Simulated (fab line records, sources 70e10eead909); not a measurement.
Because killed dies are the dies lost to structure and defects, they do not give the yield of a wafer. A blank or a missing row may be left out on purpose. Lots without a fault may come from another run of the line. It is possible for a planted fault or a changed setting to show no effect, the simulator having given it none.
Matching of chambers	flow nandHarc	3 sister chambers for NHARC_P_M2_PRE_CLEAN_32 on pecvd-03
The step time 12 s. 3 wafers are shown with their chamber, then 7 later ones without.

EACH WAFER AND ITS CHAMBER
wafer	chamber	heaterPowerW (W)
L205.6	1	639
L213.1	2	589
L213.3	0	533

WAFERS WHOSE CHAMBER IS MISSING
wafer	heaterPowerW (W)
L213.4	597
L212.4	551
L212.5	587
L212.6	681
L214.1	558
L214.3	648
L214.4	557

WHICH CHAMBER EACH WENT THROUGH
wafer	from the rows above	in truth
L213.4	can't be placed: 2 or 1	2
L212.4	can't be placed: 0 or 2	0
L212.5	2	2
L212.6	1	1
L214.1	can't be placed: 0 or 2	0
L214.3	1	1
L214.4	can't be placed: 0 or 2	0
Correctly placed: 3 of 7. These rows do not allow placing 4 (true chamber among the candidates in 4). 0 placed wrongly.
How it was worked out, from the rows above alone: a wafer's distance from a chamber is the root of the sum, over the readings, of the square of ((its reading less the chamber's mean) divided by the reading's scatter). If the next closest chamber is less than 2 further off than the closest, the wafer can't be placed; otherwise it belongs to the closest. Each chamber's mean is taken over the wafers shown for it. The scatter (one wafer shown for each chamber): square how far every hidden wafer sits from the nearest shown wafer, average those squares and take the square root.
